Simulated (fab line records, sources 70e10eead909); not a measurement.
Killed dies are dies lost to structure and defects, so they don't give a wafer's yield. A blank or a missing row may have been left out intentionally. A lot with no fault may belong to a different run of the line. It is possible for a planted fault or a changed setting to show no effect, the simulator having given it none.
Matching of chambers || flow nand-harc || ald-metal-01 running NHARC_A_WL_FILL_ALD_02: 4 sister chambers
The step deposits TiN, target thk 2 nm, pulse time 3 s, ald cycles 100. 14 wafers are shown with their chamber, then 7 later ones without.

== WAFERS WITH THEIR CHAMBER ==
{"wafer": "L828.1", "chamber": 1, "heater-power-outer-w (W)": 630, "heater-power-w (W)": 1007, "precursor-pulse-height-rel": 0.996}
{"wafer": "L828.5", "chamber": 1, "heater-power-outer-w (W)": 617, "heater-power-w (W)": 1036, "precursor-pulse-height-rel": 0.979}
{"wafer": "L828.6", "chamber": 0, "heater-power-outer-w (W)": 709, "heater-power-w (W)": 1118, "precursor-pulse-height-rel": 0.996}
{"wafer": "L835.1", "chamber": 0, "heater-power-outer-w (W)": 707, "heater-power-w (W)": 1137, "precursor-pulse-height-rel": 0.966}
{"wafer": "L835.3", "chamber": 2, "heater-power-outer-w (W)": 780, "heater-power-w (W)": 1199, "precursor-pulse-height-rel": 0.990}
{"wafer": "L835.4", "chamber": 3, "heater-power-outer-w (W)": 707, "heater-power-w (W)": 1083, "precursor-pulse-height-rel": 1.017}
{"wafer": "L832.2", "chamber": 1, "heater-power-outer-w (W)": 645, "heater-power-w (W)": 1008, "precursor-pulse-height-rel": 0.993}
{"wafer": "L832.5", "chamber": 3, "heater-power-outer-w (W)": 692, "heater-power-w (W)": 1052, "precursor-pulse-height-rel": 0.995}
{"wafer": "L832.6", "chamber": 2, "heater-power-outer-w (W)": 791, "heater-power-w (W)": 1219, "precursor-pulse-height-rel": 0.974}
{"wafer": "L842.1", "chamber": 2, "heater-power-outer-w (W)": 775, "heater-power-w (W)": 1239, "precursor-pulse-height-rel": 0.986}
{"wafer": "L842.5", "chamber": 2, "heater-power-outer-w (W)": 800, "heater-power-w (W)": 1235, "precursor-pulse-height-rel": 1.018}
{"wafer": "L842.6", "chamber": 3, "heater-power-outer-w (W)": 729, "heater-power-w (W)": 1051, "precursor-pulse-height-rel": 0.989}
{"wafer": "L844.3", "chamber": 0, "heater-power-outer-w (W)": 718, "heater-power-w (W)": 1143, "precursor-pulse-height-rel": 0.995}
{"wafer": "L844.5", "chamber": 1, "heater-power-outer-w (W)": 630, "heater-power-w (W)": 1036, "precursor-pulse-height-rel": 0.983}

SIGNATURES (averages over the wafers above)
{"reading": "heater-power-outer-w", "chamber 0": 711.33, "chamber 1": 630.50, "chamber 2": 786.50, "chamber 3": 709.33, "scatter within a chamber": 12.4}
{"reading": "heater-power-w", "chamber 0": 1132.67, "chamber 1": 1021.75, "chamber 2": 1223.00, "chamber 3": 1062.00, "scatter within a chamber": 16.8}
{"reading": "precursor-pulse-height-rel", "chamber 0": 0.98567, "chamber 1": 0.98775, "chamber 2": 0.99200, "chamber 3": 1.00033, "scatter within a chamber": 0.015}
Rule: distance of a wafer from a chamber = root of the sum over the readings of ((wafer's reading minus chamber's mean) / reading's scatter) squared. If the next closest chamber is less than 2 further off than the closest, the wafer can't be placed; otherwise it belongs to the closest. The scatter: the root of (the sum of the squares of (reading less its chamber's mean) over the shown wafers, divided by (wafers less chambers)).

== WAFERS MISSING THEIR CHAMBER ==
{"wafer": "L844.6", "heater-power-outer-w (W)": 712, "heater-power-w (W)": 1140, "precursor-pulse-height-rel": 0.957}
{"wafer": "L850.1", "heater-power-outer-w (W)": 625, "heater-power-w (W)": 968, "precursor-pulse-height-rel": 0.956}
{"wafer": "L850.2", "heater-power-outer-w (W)": 782, "heater-power-w (W)": 1197, "precursor-pulse-height-rel": 1.001}
{"wafer": "L850.5", "heater-power-outer-w (W)": 719, "heater-power-w (W)": 1101, "precursor-pulse-height-rel": 0.987}
{"wafer": "L851.2", "heater-power-outer-w (W)": 719, "heater-power-w (W)": 1116, "precursor-pulse-height-rel": 1.001}
{"wafer": "L851.3", "heater-power-outer-w (W)": 798, "heater-power-w (W)": 1240, "precursor-pulse-height-rel": 0.967}
{"wafer": "L851.5", "heater-power-outer-w (W)": 716, "heater-power-w (W)": 1132, "precursor-pulse-height-rel": 0.989}

== WHICH CHAMBER EACH ONE RAN IN ==
{"wafer": "L844.6", "from the rows above": 0, "in truth": 0}
{"wafer": "L850.1", "from the rows above": 1, "in truth": 1}
{"wafer": "L850.2", "from the rows above": 2, "in truth": 2}
{"wafer": "L850.5", "from the rows above": "can't be placed: 0 or 3", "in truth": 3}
{"wafer": "L851.2", "from the rows above": "can't be placed: 0 or 3", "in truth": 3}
{"wafer": "L851.3", "from the rows above": 2, "in truth": 2}
{"wafer": "L851.5", "from the rows above": 0, "in truth": 0}
Correct placement for 5 of the 7. Cannot be placed on the basis of these rows: 2; the candidates contain the true chamber in 2. Wrongly placed: 0.
